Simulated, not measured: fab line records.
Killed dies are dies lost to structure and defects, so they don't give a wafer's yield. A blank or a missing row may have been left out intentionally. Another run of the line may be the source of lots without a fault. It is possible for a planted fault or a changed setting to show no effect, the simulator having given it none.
Matching of chambers || flow n5Finfet || 4 sister chambers for N5_BEOL_M10_ETCH_61 on rieDiel-05
The step etches SiARC in CF4, target depth 39 nm, time 65 s. 4 wafers are shown with their chamber, then 9 later ones without.

## WAFERS WITH THEIR CHAMBER
{"wafer": "L081.5", "chamber": 3, "showerheadPlenumPTorr (Torr)": 2.10}
{"wafer": "L089.1", "chamber": 2, "showerheadPlenumPTorr (Torr)": 2.16}
{"wafer": "L089.4", "chamber": 0, "showerheadPlenumPTorr (Torr)": 2.25}
{"wafer": "L089.6", "chamber": 1, "showerheadPlenumPTorr (Torr)": 2.22}

## WAFERS WITHOUT THEIR CHAMBER
{"wafer": "L091.1", "showerheadPlenumPTorr (Torr)": 2.10}
{"wafer": "L091.2", "showerheadPlenumPTorr (Torr)": 2.16}
{"wafer": "L091.3", "showerheadPlenumPTorr (Torr)": 2.25}
{"wafer": "L093.1", "showerheadPlenumPTorr (Torr)": 2.21}
{"wafer": "L093.5", "showerheadPlenumPTorr (Torr)": 2.10}
{"wafer": "L093.6", "showerheadPlenumPTorr (Torr)": 2.16}
{"wafer": "L094.1", "showerheadPlenumPTorr (Torr)": 2.10}
{"wafer": "L094.3", "showerheadPlenumPTorr (Torr)": 2.21}
{"wafer": "L094.4", "showerheadPlenumPTorr (Torr)": 2.21}

## EACH ONE'S CHAMBER
{"wafer": "L091.1", "from the rows above": 3, "in truth": 3}
{"wafer": "L091.2", "from the rows above": 2, "in truth": 2}
{"wafer": "L091.3", "from the rows above": 0, "in truth": 0}
{"wafer": "L093.1", "from the rows above": 1, "in truth": 1}
{"wafer": "L093.5", "from the rows above": 3, "in truth": 3}
{"wafer": "L093.6", "from the rows above": 2, "in truth": 2}
{"wafer": "L094.1", "from the rows above": 3, "in truth": 3}
{"wafer": "L094.3", "from the rows above": 1, "in truth": 1}
{"wafer": "L094.4", "from the rows above": 1, "in truth": 1}
Correct placement for 9 of the 9. Left unplaced by these rows: 0. 0 placed wrongly.
How it was worked out, from the rows above alone: a wafer's distance from a chamber is the root of the sum, over the readings, of the square of ((its reading less the chamber's mean) divided by the reading's scatter). If the next closest chamber is less than 2 further off than the closest, the wafer can't be placed; otherwise it belongs to the closest. For every chamber, the mean is computed from those of its wafers that are shown. The scatter (one wafer shown for each chamber): square how far every hidden wafer sits from the nearest shown wafer, average those squares and take the square root.
